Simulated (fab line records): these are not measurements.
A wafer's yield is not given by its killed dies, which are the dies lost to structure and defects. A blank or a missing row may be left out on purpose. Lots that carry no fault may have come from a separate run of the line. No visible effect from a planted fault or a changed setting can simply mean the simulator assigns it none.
Matching of chambers :: flow n5-finfet :: rie-diel-06 running N5_FIN_CUT_ETCH_21: 4 sister chambers
The step etches SOC in N2/H2, target depth 219 nm, overetch 43.8 nm, time 523.5 s. 16 wafers are shown with their chamber, then 8 later ones without.

== EACH WAFER AND ITS CHAMBER ==
wafer: L074.2
chamber: 1
showerhead-plenum-p-Torr (Torr): 2.57
throttle-valve-pct (%): 17.87
oes-product-au (a.u.): 0.73

wafer: L074.5
chamber: 0
showerhead-plenum-p-Torr (Torr): 2.53
throttle-valve-pct (%): 18.06
oes-product-au (a.u.): 0.69

wafer: L074.6
chamber: 1
showerhead-plenum-p-Torr (Torr): 2.57
throttle-valve-pct (%): 17.86
oes-product-au (a.u.): 0.74

wafer: L077.1
chamber: 3
showerhead-plenum-p-Torr (Torr): 2.44
throttle-valve-pct (%): 18.04
oes-product-au (a.u.): 0.68

wafer: L077.2
chamber: 0
showerhead-plenum-p-Torr (Torr): 2.53
throttle-valve-pct (%): 18.08
oes-product-au (a.u.): 0.69

wafer: L077.5
chamber: 3
showerhead-plenum-p-Torr (Torr): 2.44
throttle-valve-pct (%): 18.05
oes-product-au (a.u.): 0.69

wafer: L080.1
chamber: 0
showerhead-plenum-p-Torr (Torr): 2.53
throttle-valve-pct (%): 18.09
oes-product-au (a.u.): 0.69

wafer: L080.3
chamber: 1
showerhead-plenum-p-Torr (Torr): 2.56
throttle-valve-pct (%): 17.88
oes-product-au (a.u.): 0.72

wafer: L080.4
chamber: 3
showerhead-plenum-p-Torr (Torr): 2.44
throttle-valve-pct (%): 18.06
oes-product-au (a.u.): 0.68

wafer: L081.2
chamber: 0
showerhead-plenum-p-Torr (Torr): 2.53
throttle-valve-pct (%): 18.09
oes-product-au (a.u.): 0.68

wafer: L081.5
chamber: 3
showerhead-plenum-p-Torr (Torr): 2.44
throttle-valve-pct (%): 18.07
oes-product-au (a.u.): 0.68

wafer: L081.6
chamber: 0
showerhead-plenum-p-Torr (Torr): 2.53
throttle-valve-pct (%): 18.09
oes-product-au (a.u.): 0.68

wafer: L085.1
chamber: 3
showerhead-plenum-p-Torr (Torr): 2.44
throttle-valve-pct (%): 18.07
oes-product-au (a.u.): 0.68

wafer: L085.3
chamber: 1
showerhead-plenum-p-Torr (Torr): 2.56
throttle-valve-pct (%): 17.90
oes-product-au (a.u.): 0.71

wafer: L085.6
chamber: 2
showerhead-plenum-p-Torr (Torr): 2.48
throttle-valve-pct (%): 17.67
oes-product-au (a.u.): 0.77

wafer: L087.1
chamber: 3
showerhead-plenum-p-Torr (Torr): 2.44
throttle-valve-pct (%): 18.06
oes-product-au (a.u.): 0.67

SIGNATURES (averages over the wafers above)
reading: showerhead-plenum-p-Torr
chamber 0: 2.5300
chamber 1: 2.5650
chamber 2: 2.4800
chamber 3: 2.4400
scatter within a chamber: 0.00289

reading: throttle-valve-pct
chamber 0: 18.0820
chamber 1: 17.8775
chamber 2: 17.6700
chamber 3: 18.0583
scatter within a chamber: 0.0137

reading: oes-product-au
chamber 0: 0.6860
chamber 1: 0.7250
chamber 2: 0.7700
chamber 3: 0.6800
scatter within a chamber: 0.00827
Rule: distance of a wafer from a chamber = root of the sum over the readings of ((wafer's reading minus chamber's mean) / reading's scatter) squared. If the next closest chamber is less than 2 further off than the closest, the wafer can't be placed; otherwise it belongs to the closest. How the scatter is found: for the shown wafers, subtract from each reading the mean of its chamber, square and add these, divide the total by (wafers less chambers), then take the root.

== WAFERS WHOSE CHAMBER IS MISSING ==
wafer: L087.4
showerhead-plenum-p-Torr (Torr): 2.52
throttle-valve-pct (%): 18.10
oes-product-au (a.u.): 0.67

wafer: L087.5
showerhead-plenum-p-Torr (Torr): 2.52
throttle-valve-pct (%): 18.12
oes-product-au (a.u.): 0.68

wafer: L089.1
showerhead-plenum-p-Torr (Torr): 2.52
throttle-valve-pct (%): 18.11
oes-product-au (a.u.): 0.67

wafer: L089.3
showerhead-plenum-p-Torr (Torr): 2.56
throttle-valve-pct (%): 17.91
oes-product-au (a.u.): 0.70

wafer: L089.5
showerhead-plenum-p-Torr (Torr): 2.52
throttle-valve-pct (%): 18.09
oes-product-au (a.u.): 0.67

wafer: L092.4
showerhead-plenum-p-Torr (Torr): 2.47
throttle-valve-pct (%): 17.70
oes-product-au (a.u.): 0.76

wafer: L092.5
showerhead-plenum-p-Torr (Torr): 2.47
throttle-valve-pct (%): 17.70
oes-product-au (a.u.): 0.76

wafer: L092.6
showerhead-plenum-p-Torr (Torr): 2.55
throttle-valve-pct (%): 17.91
oes-product-au (a.u.): 0.71

== CHAMBER TAKEN BY EACH ==
wafer: L087.4
from the rows above: 0
in truth: 0

wafer: L087.5
from the rows above: 0
in truth: 0

wafer: L089.1
from the rows above: 0
in truth: 0

wafer: L089.3
from the rows above: 1
in truth: 1

wafer: L089.5
from the rows above: 0
in truth: 0

wafer: L092.4
from the rows above: 2
in truth: 2

wafer: L092.5
from the rows above: 2
in truth: 2

wafer: L092.6
from the rows above: 1
in truth: 1
8 of 8 placed correctly. Number that these rows cannot place: 0. 0 placed wrongly.
